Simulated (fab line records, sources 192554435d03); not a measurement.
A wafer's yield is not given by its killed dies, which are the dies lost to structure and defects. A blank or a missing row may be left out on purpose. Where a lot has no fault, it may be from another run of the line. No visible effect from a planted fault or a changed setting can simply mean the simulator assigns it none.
The tool behind it: which one? | flow n5_finfet | 12 lots with 36 wafers sampled at 4 steps, on a route of 1938 steps

== WHAT THE GAUGES READ, wafer by wafer ==
N5_BEOL_M13_THK_MEAS_01.
lot  | measured     | on            | M13_ILD_THK (nm)
L076 | day 10 13:45 | film_metro-01 | 827 827 846
L077 | day 11 06:26 | film_metro-02 | 825 846 833
L079 | day 11 14:28 | film_metro-02 | 837 847 844
L081 | day 12 03:43 | film_metro-01 | 843 859 852
L082 | day 12 11:47 | film_metro-02 | 826 822 830
L085 | day 12 22:38 | film_metro-01 | 819 828 839
L087 | day 13 10:19 | film_metro-01 | 848 837 855
L090 | day 13 20:16 | film_metro-02 | 831 846 835
L089 | day 14 03:53 | film_metro-01 | 822 837 837
L093 | day 14 15:29 | film_metro-02 | 826 840 839
L095 | day 15 18:57 | film_metro-02 | 839 826 845
L097 | day 16 07:44 | film_metro-01 | 831 826 851

== TOOL THAT RAN EACH LOT (tool first, then ch and the chambers of the sampled wafers, then the start) ==
lot  | N5_BEOL_M12_STRIP_64                 | N5_BEOL_M12_SPUTTER_44       | N5_BEOL_M12_ANNEAL_48
L076 | plasma_asher-01 ch 0,1, day 10 09:54 | pvd_sputter-02, day 10 12:11 | rtp_anneal-01 ch 0, day 10 12:37
L077 | plasma_asher-01 ch 0,1, day 11 00:28 | pvd_sputter-03, day 11 05:10 | rtp_anneal-01 ch 0, day 11 05:33
L079 | plasma_asher-02 ch 0,1, day 11 11:33 | pvd_sputter-02, day 11 13:07 | rtp_anneal-02 ch 0, day 11 13:34
L081 | plasma_asher-02 ch 0,1, day 11 22:58 | pvd_sputter-01, day 12 02:18 | rtp_anneal-02 ch 0, day 12 02:41
L082 | plasma_asher-02 ch 0,1, day 12 08:33 | pvd_sputter-03, day 12 10:31 | rtp_anneal-01 ch 0, day 12 10:52
L085 | plasma_asher-02 ch 1, day 12 18:35   | pvd_sputter-03, day 12 21:22 | rtp_anneal-01 ch 0, day 12 21:44
L087 | plasma_asher-01 ch 1, day 13 06:22   | pvd_sputter-02, day 13 09:02 | rtp_anneal-02 ch 0, day 13 09:25
L090 | plasma_asher-01 ch 0,1, day 13 17:08 | pvd_sputter-01, day 13 19:00 | rtp_anneal-01 ch 0, day 13 19:20
L089 | plasma_asher-01 ch 0,1, day 14 00:31 | pvd_sputter-02, day 14 02:37 | rtp_anneal-02 ch 0, day 14 02:57
L093 | plasma_asher-01 ch 0,1, day 14 12:27 | pvd_sputter-03, day 14 14:11 | rtp_anneal-01 ch 0, day 14 14:33
L095 | plasma_asher-01 ch 0,1, day 14 21:38 | pvd_sputter-02, day 15 17:28 | rtp_anneal-02 ch 0, day 15 18:01
L097 | plasma_asher-01 ch 0,1, day 16 02:19 | pvd_sputter-03, day 16 06:01 | rtp_anneal-02 ch 0, day 16 06:51
- N5_BEOL_M12_STRIP_64: strips in N2/H2.
- N5_BEOL_M12_SPUTTER_44: material Ta, target thk 10 nm, time 16.13 s.
- N5_BEOL_M12_ANNEAL_48: time 90 s.

== THE ANSWER, worked out from the rows above alone ==
Rule: the usual values come from the lots themselves. Put in order of their means at a reading, lots are off if they are a third of the lots or fewer, leave a main group of 4 or more, and stand apart from it by a gap of 3 or more times the standard deviation of the main group's means; of several such gaps the widest counts. A main group is skipped when, at the precision printed for the reading in the tables above, its means are all equal. Also off: a lot with no number at a reading for which 4 or more lots have one. Where the step has rows for the other lots, those lots are counted as sound.
Nothing can be told from this: no lot is off at any reading shown.

== WHAT HAD BEEN PUT IN BY THE SIMULATOR ==
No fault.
